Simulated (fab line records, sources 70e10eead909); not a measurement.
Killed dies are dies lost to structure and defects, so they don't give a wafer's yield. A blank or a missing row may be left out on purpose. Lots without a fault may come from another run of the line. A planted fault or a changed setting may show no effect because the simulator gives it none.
Which tool did it? | flow nand_harc | 11 lots, 33 wafers sampled, at 6 steps of a route of 1302

WHAT THE GAUGES READ, wafer by wafer
NHARC_P_GATE_CD_MEAS_26: target cd 120 nm. Usual: cd_nm 119.8 nm, standard deviation 0.55.
lot  | measured     | on        | cd_nm (nm)                    | flag
L588 | day 5 00:47  | cd_sem-01 | 119.8 119.7 120.1             |
L589 | day 5 09:28  | cd_sem-01 | 120.7 119.8 120.0             |
L590 | day 5 22:11  | cd_sem-01 | 119.7 119.8 120.5             |
L591 | day 6 13:05  | cd_sem-03 | 120.0 119.8 120.2             |
L596 | day 8 15:08  | cd_sem-03 | 76.7 77.1 76.3 77.2 77.2 76.3 | OFF
L601 | day 10 06:58 | cd_sem-01 | 119.5 119.2 118.9             |
L607 | day 12 20:22 | cd_sem-03 | 120.3 120.0 120.2             |
L608 | day 13 07:37 | cd_sem-02 | 119.2 119.8 119.9             |
L609 | day 13 13:40 | cd_sem-03 | 119.7 119.6 119.9             |
L610 | day 14 04:02 | cd_sem-01 | 120.2 120.4 120.1             |
L611 | day 14 18:14 | cd_sem-03 | 119.6 119.9 119.8             |

NHARC_P_GATE_OVL_MEAS_27. Usual: overlay_x_nm 0.2 nm, standard deviation 0.88; overlay_y_nm 0.1 nm, standard deviation 0.7.
lot  | measured     | on         | overlay_x_nm (nm) | overlay_y_nm (nm) | flag
L588 | day 5 00:53  | overlay-01 | -0.6 -0.5 -0.1    | 0.5 0.5 0.6       |
L589 | day 5 09:32  | overlay-02 | 0.2 0.7 0.5       | 0.0 -0.4 -0.2     |
L590 | day 5 22:16  | overlay-01 | 0.2 0.1 0.1       | 0.7 0.8 1.1       |
L591 | day 6 13:10  | overlay-01 | 0.8 1.0 1.2       | 0.2 0.0 0.3       |
L601 | day 10 07:02 | overlay-01 | -0.8 -0.7 -0.3    | 0.0 -0.2 -0.5     |
L607 | day 12 20:28 | overlay-01 | -0.1 0.6 0.4      | 0.6 1.4 1.0       |
L608 | day 13 07:42 | overlay-02 | 1.3 1.8 1.4       | -0.2 -0.1 0.3     |
L609 | day 13 13:45 | overlay-01 | 1.0 0.8 1.3       | -0.1 0.3 -0.2     |
L610 | day 14 04:08 | overlay-02 | 1.6 1.0 1.4       | -1.0 -1.1 -1.3    |
L611 | day 14 18:20 | overlay-02 | 1.7 1.4 1.1       | -1.0 -0.1 -0.2    |

NHARC_END_SORT_01. Usual: defect_limited_yield 89.9 %, standard deviation 2.6; killed_at_array 63, standard deviation 18; killed_at_other 1.1, standard deviation 1.3; killed_at_periphery 4.3, standard deviation 2.8; killed_dies 68, standard deviation 18; killed_open 3.3, standard deviation 2; killed_short 2.4, standard deviation 1.6.
lot  | measured     | on        | defect_limited_yield (%) | killed_at_array | killed_at_other | killed_at_periphery | killed_dies | killed_open | killed_short | flag
L588 | day 23 20:02 | prober-02 | 86.4 84.2 85.4           | 89 101 90       | 1 4 4           | 2 2 5               | 92 107 99   | 0 4 3       | 3 2 2        |
L589 | day 25 05:35 | prober-02 | 87.9 86.6 87.1           | 71 80 82        | 2 1 0           | 9 10 5              | 82 91 87    | 4 1 6       | 2 4 0        |
L590 | day 25 04:48 | prober-01 | 91.0 92.5 92.2           | 58 48 52        | 0 1 0           | 3 2 1               | 61 51 53    | 2 2 4       | 5 3 1        |
L591 | day 25 17:53 | prober-01 | 87.0 88.6 87.9           | 81 69 76        | 0 0 1           | 7 8 5               | 88 77 82    | 3 4 4       | 0 3 0        |
L601 | day 32 00:43 | prober-02 | 90.5 91.6 90.1           | 61 54 64        | 2 1 1           | 1 2 2               | 64 57 67    | 1 2 1       | 1 0 2        |
L607 | day 33 07:53 | prober-01 | 89.7 89.7 89.1           | 69 68 74        | 0 0 0           | 1 2 0               | 70 70 74    | 6 2 2       | 2 1 2        |
L608 | day 33 14:08 | prober-02 | 92.6 93.2 92.2           | 44 43 49        | 1 1 0           | 5 2 4               | 50 46 53    | 2 1 4       | 0 5 3        |
L609 | day 33 16:25 | prober-01 | 87.0 88.3 87.1           | 78 64 75        | 2 1 0           | 8 14 12             | 88 79 87    | 4 5 7       | 3 5 6        |
L610 | day 34 00:19 | prober-02 | 87.9 87.3 87.3           | 79 83 82        | 1 1 0           | 2 2 4               | 82 86 86    | 1 2 6       | 0 6 1        |
L611 | day 34 15:43 | prober-02 | 92.3 92.9 93.8           | 43 38 40        | 4 1 0           | 5 9 2               | 52 48 42    | 1 7 2       | 1 1 2        |

WHICH TOOL RAN EACH LOT (tool, then ch and the chambers of the sampled wafers, then the start)
lot  | NHARC_P_STI_ETCH_31                           | NHARC_P_GATE_EXPOSE_23             | NHARC_P_GATE_STRIP_101
L588 | rie_diel-05 ch 0,2,3, day 5 00:39 or earlier  | arfi_scanner-03 ch 0, day 5 00:39  | rie_diel-01 ch 1,2,3, day 5 11:56
L589 | rie_diel-08 ch 0,1,3, day 5 09:19 or earlier  | arfi_scanner-03 ch 0, day 5 09:19  | rie_diel-07 ch 0,2, day 5 20:33
L590 | rie_diel-09 ch 0,1,3, day 5 22:03 or earlier  | arfi_scanner-03 ch 0, day 5 22:03  | rie_diel-01 ch 1,2, day 6 09:14
L591 | rie_diel-09 ch 0,1,2, day 6 12:56 or earlier  | arfi_scanner-02 ch 0, day 6 12:56  | rie_diel-01 ch 0,3, day 7 00:11
L596 | rie_diel-09 ch 0,1,2, day 8 14:59 or earlier  | arfi_scanner-01 ch 0, day 8 14:59  | -
L601 | rie_diel-09 ch 0,1,2, day 10 06:49 or earlier | arfi_scanner-02 ch 0, day 10 06:49 | rie_diel-01 ch 0,1,3, day 10 17:53
L607 | rie_diel-09 ch 0,2, day 12 20:14 or earlier   | arfi_scanner-01 ch 0, day 12 20:14 | rie_diel-13 ch 0,1,2, day 13 09:31
L608 | rie_diel-09 ch 0,1,3, day 13 07:28 or earlier | arfi_scanner-01 ch 0, day 13 07:28 | rie_diel-07 ch 0,1, day 13 18:40
L609 | rie_diel-09 ch 0,1,3, day 13 13:32 or earlier | arfi_scanner-01 ch 0, day 13 13:32 | rie_diel-13 ch 1,2,3, day 14 00:39
L610 | rie_diel-05 ch 0,1,3, day 14 03:55 or earlier | arfi_scanner-01 ch 0, day 14 03:55 | rie_diel-01 ch 1,2,3, day 14 17:05
L611 | rie_diel-08 ch 1,2,3, day 14 18:06 or earlier | arfi_scanner-03 ch 0, day 14 18:06 | rie_diel-01 ch 0,2,3, day 15 07:23
- NHARC_P_STI_ETCH_31: etches the open film in CF4/CHF3, target depth 108.9 nm, time 54.5 s.
- NHARC_P_GATE_EXPOSE_23: exposes mask P GATE, target cd 120 nm.
- NHARC_P_GATE_STRIP_101: strips in O2, time 20 s.

WHAT THE TOOLS THEMSELVES READ (means of the sampled wafers that have a number; where no wafer has one, the mark that the record gives instead)
NHARC_P_STI_ETCH_31. Usual: bias_w 199.9 W, standard deviation 0.61; drypump_motor_current_A 5.44 A, standard deviation 0.28; oes_product_au 0.954 a.u., standard deviation 0.02; rf_vpp_V 369.9 V, standard deviation 2.2; showerhead_plenum_p_Torr 1.55 Torr, standard deviation 0.065; throttle_valve_pct 16.801 %, standard deviation 0.0093.
lot  | tool        | bias_w (W) | drypump_motor_current_A (A) | oes_product_au (a.u.) | rf_vpp_V (V) | showerhead_plenum_p_Torr (Torr) | throttle_valve_pct (%) | flag
L588 | rie_diel-05 | 199.3      | 5.30                        | 0.969                 | 371.4        | 1.61                            | 16.792                 |
L589 | rie_diel-08 | 200.0      | 5.64                        | 0.967                 | 370.5        | 1.55                            | 16.808                 |
L590 | rie_diel-09 | 199.9      | 5.69                        | 0.966                 | 369.2        | 1.52                            | 16.798                 |
L591 | rie_diel-09 | 200.1      | 5.55                        | 0.961                 | 369.4        | 1.52                            | 16.796                 |
L596 | rie_diel-09 | 200.0      | 5.53                        | 0.923                 | 369.0        | 1.52                            | 16.802                 |
L601 | rie_diel-09 | 199.6      | 5.52                        | 0.976                 | 368.6        | 1.52                            | 16.802                 |
L607 | rie_diel-09 | 199.5      | 5.55                        | 0.973                 | 368.5        | 1.50                            | 16.809                 |
L608 | rie_diel-09 | 199.3      | 5.71                        | 0.958                 | 368.9        | 1.52                            | 16.804                 |
L609 | rie_diel-09 | 200.0      | 5.69                        | 0.947                 | 368.6        | 1.52                            | 16.793                 |
L610 | rie_diel-05 | 199.5      | 5.16                        | 0.920                 | 370.4        | 1.57                            | 16.793                 |
L611 | rie_diel-08 | 199.8      | 5.50                        | 0.926                 | 371.7        | 1.59                            | 16.806                 |

NHARC_P_GATE_EXPOSE_23. Usual: focus_offset_nm 0.0 nm, standard deviation 0.54.
lot  | tool            | focus_offset_nm (nm) | flag
L588 | arfi_scanner-03 | -0.4                 |
L589 | arfi_scanner-03 | -0.1                 |
L590 | arfi_scanner-03 | -0.7                 |
L591 | arfi_scanner-02 | 0.2                  |
L596 | arfi_scanner-01 | -0.4                 |
L601 | arfi_scanner-02 | -0.1                 |
L607 | arfi_scanner-01 | -0.7                 |
L608 | arfi_scanner-01 | -0.7                 |
L609 | arfi_scanner-01 | -0.1                 |
L610 | arfi_scanner-01 | 0.0                  |
L611 | arfi_scanner-03 | 0.1                  |

NHARC_P_GATE_STRIP_101. Usual: drypump_motor_current_A 5.9 A, standard deviation 0.44; oes_product_au 1.002 a.u., standard deviation 0.0081; rf_vpp_V 57.7 V, standard deviation 0.85; showerhead_plenum_p_Torr 3.54 Torr, standard deviation 0.12; throttle_valve_pct 17.036 %, standard deviation 0.0091.
lot  | tool        | drypump_motor_current_A (A) | oes_product_au (a.u.) | rf_vpp_V (V) | showerhead_plenum_p_Torr (Torr) | throttle_valve_pct (%) | flag
L588 | rie_diel-01 | 5.9                         | 1.006                 | 58.2         | 3.57                            | 17.032                 |
L589 | rie_diel-07 | 5.5                         | 0.994                 | 57.3         | 3.51                            | 17.040                 |
L590 | rie_diel-01 | 5.6                         | 0.997                 | 57.6         | 3.52                            | 17.041                 |
L591 | rie_diel-01 | 6.0                         | 1.004                 | 57.6         | 3.61                            | 17.035                 |
L601 | rie_diel-01 | 5.9                         | 1.010                 | 57.5         | 3.59                            | 17.042                 |
L607 | rie_diel-13 | 6.1                         | 1.000                 | 57.6         | 3.48                            | 17.034                 |
L608 | rie_diel-07 | 5.8                         | 0.992                 | 57.1         | 3.40                            | 17.033                 |
L609 | rie_diel-13 | 6.1                         | 1.008                 | 58.4         | 3.59                            | 17.036                 |
L610 | rie_diel-01 | 5.9                         | 1.014                 | 57.3         | 3.56                            | 17.030                 |
L611 | rie_diel-01 | 5.7                         | 1.008                 | 57.7         | 3.56                            | 17.051                 |

THE ANSWER, worked out from the rows above alone
Rule: a lot is off if the mean of its wafers that have a number lies more than 3 standard deviations from the usual mean. A lot without any number at a reading at which 4 lots or more have one is off too. The other lots that the step has rows for count as sound. The gauges are gone through in route order, then the tools' own readings, and for those a lot's mean is taken as printed above. The first step at which some lot is off is used, and at that step the reading that is off furthest; a lot without a number counts as furthest.
Off: L596, at NHARC_P_GATE_CD_MEAS_26 (cd_nm).
A tool fits if, at a process step before that reading, it ran every lot that is off, and no sound lot after the first of them. The gauges at NHARC_P_GATE_CD_MEAS_26 are tried like those tools. NHARC_P_STI_ETCH_31 gives no start for some lots, so the hours and the order of its lots are those of NHARC_P_GATE_EXPOSE_23. None of those tried fits.

WHAT THE SIMULATOR HAD PUT IN
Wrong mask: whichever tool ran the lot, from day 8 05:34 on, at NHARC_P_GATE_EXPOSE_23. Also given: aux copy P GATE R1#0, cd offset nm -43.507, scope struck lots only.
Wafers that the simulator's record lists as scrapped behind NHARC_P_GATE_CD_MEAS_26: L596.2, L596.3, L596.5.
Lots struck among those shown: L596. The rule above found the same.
